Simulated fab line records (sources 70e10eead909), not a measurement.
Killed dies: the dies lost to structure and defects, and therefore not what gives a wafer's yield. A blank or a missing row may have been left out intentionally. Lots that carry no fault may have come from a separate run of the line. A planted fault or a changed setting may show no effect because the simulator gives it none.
8D (eight disciplines) problem report, filled in by code + flow nand-harc + the parts of the form that need people (team, actions taken, sign-off) are left out

== 1. PROBLEM STATEMENT ==
Mean of killed-at-periphery at NHARC_END_SORT_01: 40 over 2 wafers from 1 lot, against 4 (standard deviation 3.2) on wafers with no fault. That is +11 standard deviations from the usual mean.
The first sign was on wafer L483.2 at day 29 01:26, on prober-01. The record holds 3 wafers of 1 lot with a number at this step. Rule for "out", or "out of limits": more than 4 standard deviations from the usual mean. Any other wafer with a number is counted as sound.

== 2. WHAT IT IS; WHAT IT IS NOT ==
| question                    | is                  | is not                                                      |
|-----------------------------|---------------------|-------------------------------------------------------------|
| which readings at this step | killed-at-periphery | killed-at-array, killed-at-other, killed-open, killed-short |
| which lots                  | L483                | -                                                           |
| which wafers of those lots  | L483.2, L483.6      | L483.1                                                      |
| read on which gauges        | prober-01           | -                                                           |
| when                        | from day 29 01:26   | up to then (1 sound wafer)                                  |

== 3. THE SUSPECTS, EACH WITH WHAT RULES IT OUT ==
Counting: a tool at a process step up to the reading stays a suspect if it ran every lot that is out. Sound lots after the first of them don't rule it out here, since some wafers of a struck lot are sound.
- the gauge at NHARC_END_SORT_01: ruled out. All the wafers that are out were read on prober-01, but those of them that NHARC_P_CONTACT_ETCH_36 has rows for are out there too, on other tools.
- rie-diel-08 at NHARC_P_CONTACT_ETCH_36 (etches the open film in N2/H2, target depth 260 nm, time 406.25 s): kept. It ran the lot that is out, L483 (day 10 12:29). On those wafers its own readings are out: oes-product-au.
- ald-metal-04 at NHARC_P_CONTACT_ALD_22 (deposits TiN, target thk 3 nm, pulse time 1 s, ald cycles 150): kept. It ran the lot that is out, L483 (day 10 14:08).
- Within rie-diel-08 at NHARC_P_CONTACT_ETCH_36, the wafers that are out were processed in chamber 0 and their sound lot-mates in chamber 2.
- Within ald-metal-04 at NHARC_P_CONTACT_ALD_22, the wafers that are out were processed in chamber 2 and their sound lot-mates in chamber 0.
Left after counting: rie-diel-08 at NHARC_P_CONTACT_ETCH_36, ald-metal-04 at NHARC_P_CONTACT_ALD_22.

== 4. THE CAUSE (what the simulator had put in) ==
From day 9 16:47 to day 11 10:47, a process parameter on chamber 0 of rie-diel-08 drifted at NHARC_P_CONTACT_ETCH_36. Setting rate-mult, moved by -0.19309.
After counting, 2 suspects remain, this tool included.

== 5. SEQUENCE OF EFFECTS, ordered by route ==
One row per reading whose mean, taken over the struck wafers that have a number, lies over 3 standard deviations from the usual. Only readings whose record carries a usual standard deviation are examined. hours: median over the lots of the time between each lot's start at the first step of this table that gives one and its start at this step. sigmas: the change, counted in usual standard deviations.
| hours | step                    | reading             | usual      | on struck wafers | change | sigmas |
|-------|-------------------------|---------------------|------------|------------------|--------|--------|
| 0     | NHARC_P_CONTACT_ETCH_36 | oes-product-au      | 1.001 a.u. | 0.884            | -0.117 | -13    |
| 445   | NHARC_END_SORT_01       | killed-at-periphery | 4          | 40               | +36    | +11    |
It contains these process steps:
- NHARC_P_CONTACT_ETCH_36: etches the open film in N2/H2, target depth 260 nm, time 406.25 s.

== 6. WHAT WOULD HAVE CAUGHT IT SOONER ==
The first out-of-limits reading at a measuring or inspecting step in this record came at day 29 01:26, 465 hours after the fault's start at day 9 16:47.
The tool's own readings at NHARC_P_CONTACT_ETCH_36 were out on every struck wafer that the step has a row for (oes-product-au): an alarm limit on them would have fired on the first of those.
By day 29 01:26 the whole set of lots that are out, 1 in number, had already begun NHARC_P_CONTACT_ETCH_36 on rie-diel-08. Had the tool been put on hold then, not one of them would have been saved.
